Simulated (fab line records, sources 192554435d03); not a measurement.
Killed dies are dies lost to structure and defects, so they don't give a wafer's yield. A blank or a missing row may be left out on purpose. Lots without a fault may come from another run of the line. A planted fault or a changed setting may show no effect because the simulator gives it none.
fab line records | flow n5_finfet
record lots=9 wafers=27 last_day=17
route steps=1938 shown BEOL_M4@1045
lots that met no fault: from a run of the same line without faults
start_h: hours from the record's first day to the start of the lot's first wafer shown | wait_h: hours since the lot's step before | " the same as in the row above | L1.1+2: a row that stands for several wafers | - no value, or no start given | * or withheld: withheld | < > ~ a bound
route shown NAME@n: a module of which the file shows steps, and the number in the route of the first | usual: mean/standard deviation of fault-free wafers | same: alike in all rows | chamber/n: place in a boat | sites: the reading at each site | _std_site: their standard deviation | _edge_site: outer sites' mean less inner sites' | radius_mm: how far each site lies from the wafer's centre | mask NAME#n: copy n | behind: the tool/chamber that last shaped the wafer | hold: why the lot was held/for how many hours/how that ended | device: the transistor (n, p or np) that didn't switch | end of line: the same wafers' tests at the end of the route | a step without rows: its recipe alone | killed: dies lost to structure and defects at the first sort, not the wafer's yield | map: a wafer's dies, x killed, . not, _ none there
set.NAME: the setting as run; set.NAME@STEP: as run at that earlier step | model.NAME: the simulator's own value behind a step, which no gauge read
steps of the route over a sample of lots; a table a step, a row a wafer
services: from which hour (start_h, from the record's first day; less than 0 if before it) a tool's chamber was out of use, for how many hours, and why
## steps
# step N5_BEOL_M4_STRIP_19
# recipe chemistry=O2 power_w=400 temp_c=40 pressure_mtorr=30 rf_frequency_hz=6e+07 bias_power_w=0 overash_fraction=0.2 o2_flow_sccm=225
# usual chamber_pressure_mTorr=30.003/0.027 drypump_motor_current_A=5.8/0.37 o2_flow_sccm=225.1/0.7 oes_product_au=0.81/0.076 rf_vpp_V=3.7/0.52 showerhead_plenum_p_Torr=2.12/0.066 throttle_valve_pct=16.51/0.23
# columns lot.wafer tool chamber start_h wait_h chamber_pressure_mTorr drypump_motor_current_A o2_flow_sccm oes_product_au rf_hours_counter_h rf_vpp_V showerhead_plenum_p_Torr throttle_valve_pct
L419.1 rie_diel-05 0 166.77 0.1 29.965 5.1 223.9 0.93 12 3.1 2.23 16.58
L419.4 " 1 " " 30.039 5.6 225.1 0.75 133 3.3 2.19 16.45
L419.5 " 2 " " 29.988 5.8 225.0 0.93 - 3.0 2.14 16.08
L423.1 rie_diel-04 1 186.19 0.1 30.005 6.0 226.4 0.85 60 3.6 2.13 16.24
L423.4 " 0 " " 30.043 5.4 224.4 0.87 53 4.7 2.13 16.57
L423.6 " 2 " " 29.994 5.9 224.5 0.81 - 3.4 2.12 16.82
L424.3 rie_diel-06 0 190.69 0.3 29.948 5.9 223.8 0.74 159 3.6 2.10 16.59
L424.4 " 3 " " 30.031 6.6 225.9 0.68 239 2.4 1.97 16.41
L424.5 " 0 " " 30.042 5.9 224.5 0.74 - 3.6 2.10 16.58
L425.3 rie_diel-04 0 204.59 0.1 30.015 5.4 225.6 0.86 56 3.7 2.13 16.58
L425.5 " 3 " " 29.986 5.5 225.0 0.93 - 4.5 2.14 16.28
L425.6 " 2 " " 29.980 5.9 224.2 0.80 - 3.5 2.11 16.84
L426.1 rie_diel-06 3 210.72 0.1 30.015 6.6 225.1 0.68 245 4.5 1.97 16.42
L426.4 " 0 " " 30.059 5.9 224.5 0.73 165 4.4 2.10 16.59
L426.6 " 0 " " 29.987 5.9 225.3 0.73 - 2.9 2.10 16.59
L427.1 rie_diel-06 3 214.67 0.1 30.003 6.6 226.3 0.68 246 2.6 1.97 16.44
L427.4 " 2 " " 29.993 5.6 226.5 0.76 167 3.4 2.00 16.72
L427.5 " 2 " " 30.000 5.7 226.8 0.76 - 3.9 2.00 16.72
L429.3 rie_diel-04 2 228.98 0.1 30.010 5.9 225.1 0.79 110 3.6 2.11 16.84
L429.5 " 1 " " 29.985 6.0 225.7 0.83 - 3.7 2.12 16.28
L429.6 " 2 " " 30.002 5.9 225.2 0.79 - 3.3 2.11 16.84
L435.1 rie_diel-05 2 251.67 0.1 30.016 5.8 224.5 0.87 52 3.6 2.13 16.13
L435.2 " 3 " " 29.991 5.9 225.7 0.97 3 4.3 2.06 16.41
L435.3 " 0 " " 30.001 5.1 224.5 0.85 46 4.1 2.22 16.65
L441.3 rie_diel-06 3 303.76 0.3 30.010 6.6 223.9 0.93 19 4.1 2.23 15.99
L441.4 " 2 " " 30.020 5.6 225.2 0.73 195 4.8 1.99 16.78
L441.6 " 1 " " 29.985 6.5 224.3 0.81 - 4.1 2.21 16.64
# step N5_BEOL_M4_CD_MEAS_28
# recipe target_cd_nm=26.2 landing_energy_ev=500 detector=se_inlens target_cd_y_nm=24.1 polarity=opening
# usual cd_nm=26.16/0.23
# columns lot.wafer tool chamber start_h wait_h cd_nm
L419.1 cd_sem-03 0 167.17 - 26.31
L419.4 " 0 " " 26.52
L419.5 " 0 " " 26.71
L423.1 cd_sem-03 0 186.58 - 26.01
L423.4 " 0 " " 26.17
L423.6 " 0 " " 26.16
L424.3 cd_sem-03 0 191.08 - 26.02
L424.4 " 0 " " 26.13
L424.5 " 0 " " 26.54
L425.3 cd_sem-03 0 204.98 - 26.11
L425.5 " 0 " " 26.52
L425.6 " 0 " " 26.42
L426.1 cd_sem-01 0 211.24 - 25.92
L426.4 " 0 " " 25.76
L426.6 " 0 " " 26.05
L427.1 cd_sem-01 0 215.19 - 26.24
L427.4 " 0 " " 26.32
L427.5 " 0 " " 26.51
L429.3 cd_sem-02 0 229.37 - 26.15
L429.5 " 0 " " 25.96
L429.6 " 0 " " 26.03
L435.1 cd_sem-01 0 252.18 - 26.55
L435.2 " 0 " " 26.23
L435.3 " 0 " " 26.20
L441.3 cd_sem-03 0 304.16 - 26.28
L441.4 " 0 " " 26.57
L441.6 " 0 " " 26.31
# step N5_BEOL_M4_TRENCH_ETCH_37
# recipe chemistry=C4F6/O2 target_depth_a=555.55 target=SiOC time_s=29.2 ion_energy_ev=250 pressure_mtorr=30 source_w=355 bias_w=185 Ar_flow_sccm=300 C4F6_flow_sccm=10 O2_flow_sccm=10
# usual bias_w=185.1/0.55 chamber_pressure_mTorr=30.00/0.045 drypump_motor_current_A=5.8/0.4 oes_ar_750_au=0.82/0.074 oes_product_au=0.83/0.08 rf_vpp_V=669/6.6 showerhead_plenum_p_Torr=2.90/0.078 throttle_valve_pct=20.66/0.26
# columns lot.wafer tool chamber start_h wait_h bias_w chamber_pressure_mTorr drypump_motor_current_A oes_ar_750_au oes_product_au rf_hours_counter_h rf_vpp_V showerhead_plenum_p_Torr throttle_valve_pct
L419.1 rie_diel-04 0 176.03 - 185.3 30.01 5.4 0.86 0.86 50 682 2.89 20.75
L419.4 " 3 " " 185.8 30.00 5.6 0.95 0.97 5 670 2.91 20.47
L419.5 " 2 " " 185.1 29.96 5.9 0.81 0.81 - 671 2.87 21.02
L423.1 rie_diel-06 1 188.26 - 184.9 29.95 6.5 0.85 0.85 69 666 3.00 20.74
L423.4 " 3 " " 184.9 30.03 6.6 0.68 0.67 238 664 2.69 20.52
L423.6 " 2 " " 183.9 30.02 5.6 0.76 0.76 - 663 2.73 20.88
L424.3 rie_diel-06 2 198.85 - 184.7 30.04 5.7 0.75 0.76 162 663 2.73 20.88
L424.4 " 1 " " 185.5 30.01 6.5 0.85 0.84 73 666 2.99 20.74
L424.5 " 0 " " 185.1 30.01 5.9 0.73 0.72 - 656 2.84 20.66
L425.3 rie_diel-05 2 210.16 - 185.5 29.99 5.8 0.88 0.89 32 666 2.89 20.21
L425.5 " 0 " " 185.8 29.97 5.1 0.88 0.88 - 665 3.02 20.86
L425.6 " 2 " " 184.8 30.02 5.8 0.88 0.89 - 665 2.89 20.23
L426.1 rie_diel-04 2 213.83 - 185.1 29.99 5.9 0.79 0.79 105 670 2.87 21.05
L426.4 " 3 " " 184.4 30.03 5.5 0.91 0.92 20 671 2.90 20.51
L426.6 " 2 " " 186.2 29.96 5.9 0.79 0.79 - 671 2.87 21.02
L427.1 rie_diel-04 0 218.37 - 185.2 30.00 5.5 0.85 0.85 61 680 2.89 20.80
L427.4 " 3 " " 186.1 29.99 5.6 0.90 0.92 22 669 2.90 20.49
L427.5 " 3 " " 184.7 29.98 5.6 0.91 0.91 - 671 2.90 20.50
L429.3 rie_diel-05 1 232.33 - 185.3 29.99 5.7 0.72 0.73 158 674 2.96 20.67
L429.5 " 1 " " 185.1 30.02 5.7 0.72 0.72 - 676 2.96 20.68
L429.6 " 0 " " 185.4 30.02 5.1 0.87 0.87 - 664 3.01 20.85
L435.1 rie_diel-04 1 261.50 - 184.6 30.06 6.0 0.82 0.82 88 668 2.88 20.50
L435.2 " 3 " " 199.0 29.97 5.6 0.87 0.89 38 709 2.90 20.50
L435.3 " 0 " " 185.9 29.96 5.5 0.83 0.83 78 680 2.88 20.81
L441.3 rie_diel-06 0 308.73 - 184.9 30.00 5.9 0.71 0.71 199 655 2.82 20.72
L441.4 " 3 " " 185.7 30.04 6.6 0.92 0.92 20 674 3.01 20.17
L441.6 " 2 " " 185.0 30.00 5.6 0.73 0.73 - 662 2.71 20.93
# step N5_BEOL_M4_STRIP_97
# recipe chemistry=N2/H2 time_s=10 power_w=450 temp_c=40 pressure_mtorr=20 rf_frequency_hz=6e+07 bias_power_w=7 n2_flow_sccm=200 h2_flow_sccm=200
# usual chamber_pressure_mTorr=20.000/0.019 drypump_motor_current_A=5.9/0.4 oes_product_au=0.83/0.079 rf_vpp_V=59.3/0.87 showerhead_plenum_p_Torr=2.59/0.075 throttle_valve_pct=23.4/0.31
# columns lot.wafer tool chamber start_h wait_h chamber_pressure_mTorr drypump_motor_current_A oes_product_au rf_hours_counter_h rf_vpp_V showerhead_plenum_p_Torr throttle_valve_pct
L419.1 rie_diel-04 0 - - 19.998 5.4 0.87 50 61.0 2.57 23.3
L419.4 " 3 " " 19.975 5.6 0.97 6 58.7 2.60 23.2
L419.5 " 2 " " 20.011 5.9 0.81 - 58.1 2.57 23.9
L423.1 rie_diel-06 1 - - 19.997 6.4 0.86 69 58.4 2.69 23.6
L423.4 " 3 " " 19.978 6.6 0.69 238 58.1 2.40 23.4
L423.6 " 2 " " 20.001 5.6 0.77 - 58.9 2.43 23.6
L424.3 rie_diel-06 2 - - 19.967 5.7 0.77 162 59.1 2.43 23.6
L424.4 " 1 " " 19.968 6.4 0.85 73 59.9 2.68 23.6
L424.5 " 0 " " 20.026 5.9 0.73 - 59.5 2.53 23.4
L425.3 rie_diel-05 2 - - 19.985 5.8 0.91 32 61.8 2.59 22.8
L425.5 " 0 " " 19.993 5.1 0.89 - 59.3 2.71 23.7
L425.6 " 2 " " 19.993 5.8 0.90 - 59.9 2.59 22.8
L426.1 rie_diel-04 2 - - 19.985 5.9 0.80 105 57.6 2.56 24.0
L426.4 " 3 " " 19.998 5.6 0.92 20 59.2 2.59 23.2
L426.6 " 2 " " 20.022 5.9 0.79 - 60.4 2.56 24.0
L427.1 rie_diel-04 0 - - 19.968 5.4 0.85 61 58.7 2.57 23.3
L427.4 " 3 " " 20.008 5.5 0.91 22 60.0 2.59 23.2
L427.5 " 3 " " 19.992 5.6 0.91 - 60.0 2.59 23.2
L429.3 rie_diel-05 1 - - 20.020 5.6 0.73 158 60.2 2.65 23.4
L429.5 " 1 " " 19.995 5.6 0.73 - 58.5 2.65 23.4
L429.6 " 0 " " 20.010 5.1 0.88 - 60.4 2.70 23.8
L435.1 rie_diel-04 1 - - 19.993 6.0 0.82 88 58.7 2.57 23.1
L435.2 " 3 " " 20.000 5.6 0.88 38 59.7 2.58 23.3
L435.3 " 0 " " 20.007 5.4 0.84 78 61.3 2.56 23.3
L441.3 rie_diel-06 0 - - 19.978 5.9 0.71 199 58.7 2.52 23.4
L441.4 " 3 " " 20.028 6.6 0.93 20 60.4 2.71 23.0
L441.6 " 2 " " 19.977 5.6 0.74 - 59.3 2.42 23.6
# step N5_BEOL_M4_RC_MEAS_101
# usual DIBL_N=36.3/1.4 DIBL_P=36.2/1.5 IOFF_N=0.160/0.021 IOFF_P=0.211/0.027 ION_N=676/7.7 ION_P=463/5.5 SS_N=71.4/0.57 SS_P=73.3/0.58 VT_N=249.3/2.5 VT_P=-250.1/2.6
# columns lot.wafer tool chamber start_h wait_h DIBL_N[mV/V] DIBL_P[mV/V] IOFF_N[nA/um] IOFF_P[nA/um] ION_N[uA/um] ION_P[uA/um] SS_N[mV/dec] SS_P[mV/dec] VT_N[mV] VT_P[mV]
L419.1 prober-01 0 181.54 0.0 38.2 38.3 0.174 0.251 683 471 72.4 73.7 248.6 -245.4
L419.4 " 0 " " 37.7 36.9 0.154 0.215 675 464 72.0 73.3 250.5 -246.7
L419.5 " 0 " " 39.7 38.2 0.195 0.248 675 465 72.0 73.9 248.5 -249.7
L423.1 prober-02 0 192.73 0.0 34.6 34.4 0.129 0.152 674 452 71.2 73.3 254.6 -257.9
L423.4 " 0 " " 36.3 36.7 0.158 0.173 669 454 71.3 74.3 249.1 -257.4
L423.6 " 0 " " 37.5 37.7 0.168 0.185 671 449 72.1 74.0 251.6 -253.5
L424.3 prober-01 0 205.08 0.3 38.6 37.1 0.156 0.234 668 467 71.9 73.6 252.9 -250.9
L424.4 " 0 " " 38.2 37.4 0.152 0.229 673 469 71.0 73.6 249.7 -249.4
L424.5 " 0 " " 37.8 35.5 0.137 0.201 674 461 71.8 73.1 253.1 -250.7
L425.3 prober-01 0 214.55 0.3 37.1 35.6 0.154 0.203 673 460 71.1 73.5 250.1 -250.2
L425.5 " 0 " " 35.9 34.0 0.139 0.198 677 469 70.9 72.5 249.1 -248.9
L425.6 " 0 " " 36.6 34.4 0.144 0.193 665 468 70.8 72.9 248.3 -249.8
L426.1 prober-01 0 217.77 0.0 35.9 37.6 0.178 0.229 687 463 71.1 73.7 248.4 -251.9
L426.4 " 0 " " 35.3 36.3 0.157 0.213 672 461 70.7 73.3 251.2 -250.3
L426.6 " 0 " " 35.4 35.6 0.154 0.201 679 461 70.4 73.0 248.0 -248.6
L427.1 prober-02 0 222.49 0.0 34.5 35.8 0.155 0.194 687 471 71.6 72.5 249.1 -251.3
L427.4 " 0 " " 34.5 35.7 0.148 0.189 685 462 71.3 72.8 249.6 -249.6
L427.5 " 0 " " 34.8 36.1 0.159 0.199 690 467 71.2 73.2 249.1 -253.2
L429.3 prober-01 0 238.67 0.3 34.4 35.3 0.131 0.202 670 464 71.1 72.9 252.5 -251.6
L429.5 " 0 " " 36.0 37.7 0.168 0.234 674 470 71.9 74.5 247.5 -246.9
L429.6 " 0 " " 35.0 35.8 0.136 0.205 660 456 71.7 73.6 252.5 -250.2
L435.1 prober-02 0 265.66 0.0 36.1 35.1 0.162 0.204 672 465 71.2 72.9 248.7 -249.9
L435.2 " 0 " " 36.1 34.6 0.162 0.194 681 463 71.5 73.4 248.9 -252.3
L435.3 " 0 " " 35.0 33.8 0.150 0.184 680 463 70.9 72.8 250.5 -251.6
L441.3 prober-01 0 313.48 0.3 36.2 36.6 0.155 0.221 673 465 71.6 74.1 250.7 -249.9
L441.4 " 0 " " 35.2 34.4 0.125 0.181 660 451 70.8 73.0 253.3 -250.6
L441.6 " 0 " " 37.5 37.0 0.157 0.228 673 460 71.8 74.3 250.6 -249.8
## services
# columns tool chamber start_h hours kind
rie_diel-05 3 204.47 - clean
rie_diel-05 3 204.47 - consumable_replace:focus_ring
rie_diel-05 3 204.47 40.2 scheduled_down
rie_diel-05 3 204.47 40.2 vent_cycle
rie_diel-06 3 228.27 - clean
rie_diel-06 3 228.27 - consumable_replace:focus_ring
rie_diel-06 3 228.27 - consumable_replace:showerhead
rie_diel-06 3 228.27 22.3 scheduled_down
rie_diel-06 3 228.27 22.3 vent_cycle
## key
first_sign step=N5_BEOL_M4_TRENCH_ETCH_37 reading=bias_w direction=up sigmas=25 usual=* struck=*
effect step=N5_BEOL_M4_TRENCH_ETCH_37 reading=rf_vpp_V direction=up sigmas=6.1 usual=669 struck=709
met_at N5_BEOL_M4_TRENCH_ETCH_37
struck_lots L435
struck_wafers L435.2
not_acting_at N5_BEOL_M4_STRIP_19,N5_BEOL_M4_CD_MEAS_28,N5_BEOL_M4_STRIP_97
onset_between 218.37 261.50
fault kind=process_parameter_drift tool=rie_diel-04 chamber=3 onset_h=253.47 steps=N5_BEOL_M4_TRENCH_ETCH_37 channel=bias_w offset=* shape=step end_h=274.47 acts_in=* stated=*
